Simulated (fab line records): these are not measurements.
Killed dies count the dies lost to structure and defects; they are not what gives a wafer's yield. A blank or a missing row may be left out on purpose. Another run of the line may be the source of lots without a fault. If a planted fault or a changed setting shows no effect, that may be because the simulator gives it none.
Code-filled problem report in 8D (eight disciplines) form    flow n5Finfet    the parts of the form that need people (team, actions taken, sign-off) are left out

1. WHAT WENT WRONG
rfFwdPowerW at N5_MOL_CONTACT_COAG_ETCH_124 reads a mean of 482.5 W on 5 wafers of 3 lots; wafers without a fault read 390.7 W with a standard deviation of 1.9. Relative to the usual mean, that is a shift of +48 standard deviations.
The step: etches SiNx in CH3F/O2, stops on SiOC, target depth 6.5 nm.
Seen first at day 7 00:13 on rieDiel-02, wafer L758.4. Wafers with a number at this step in the record: 15, from 5 lots. By rule, "out" or "out of limits" means more than 4 standard deviations away from the usual mean. The other wafers with a number count as sound.

2. WHAT IT IS AND WHAT IT IS NOT
question                     is                                      is not
which readings at this step  rfFwdPowerW                             O2_flow_sccm, drypumpMotorCurrentA, oesProductAu, showerheadPlenumPTorr, throttleValvePct
which lots                   L758, L760, L762                        L755, L769
which wafers of those lots   L758.4, L758.5, L760.1, L760.6, L762.4  L758.2, L760.2, L762.1, L762.6
read on which tools          rieDiel-02                              rieDiel-03
when                         from day 7 00:13                        up to then (4 sound wafers); but 6 sound wafers of L760, L762, L769 came after

3. SUSPECTS, AND WHAT RULES EACH OUT
Counting: any tool at a process step up to the reading remains a suspect provided it ran every lot that is out. Sound lots after the first of them don't rule it out here, since some wafers of a struck lot are sound.
- rieDiel-02 at N5_MOL_CONTACT_COAG_ETCH_124 (etches SiNx in CH3F/O2, stops on SiOC, target depth 6.5 nm): kept. Every lot that is out went through it, the first being L758 (day 7 00:13); the last sound lot it ran before that was L755 (day 6 06:50). Its own readings are out on those wafers: rfFwdPowerW.
- rieDiel-02, N5_MOL_CONTACT_COAG_ETCH_124: wafers that are out in chamber 2, sound lot-mates in chambers 0, 1, 3.
Left after counting: rieDiel-02 at N5_MOL_CONTACT_COAG_ETCH_124.

4. THE CAUSE (what the simulator had put in)
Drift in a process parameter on rieDiel-02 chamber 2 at N5_MOL_CONTACT_COAG_ETCH_124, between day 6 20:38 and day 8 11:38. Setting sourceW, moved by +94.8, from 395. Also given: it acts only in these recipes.
Counting left only this tool.

5. THE CHAIN OF EFFECTS, in route order
Each row: a reading whose mean over the struck wafers that have a number lies more than 3 standard deviations from the usual. Readings are gone through only where the record gives a usual standard deviation; hours: the median, over the lots, of the time from a lot's start at the first step in this table giving one to that lot's start at this step; sigmas: the change measured in usual standard deviations.
hours  step                          reading      usual    on struck wafers  change  sigmas
0      N5_MOL_CONTACT_COAG_ETCH_124  rfFwdPowerW  390.7 W  482.5             +91.8   +48
The process steps in it:
- N5_MOL_CONTACT_COAG_ETCH_124: etches SiNx in CH3F/O2, stops on SiOC, target depth 6.5 nm.
At these later measuring or inspecting steps, every struck wafer for which the step has a row has a number for every such reading, and none has moved that far: N5_BEOL_M4_RC_MEAS_101.

6. WHAT WOULD HAVE CAUGHT IT SOONER
The fault began at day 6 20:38; the first out-of-limits reading in this record came at day 7 00:13, 4 hours later.
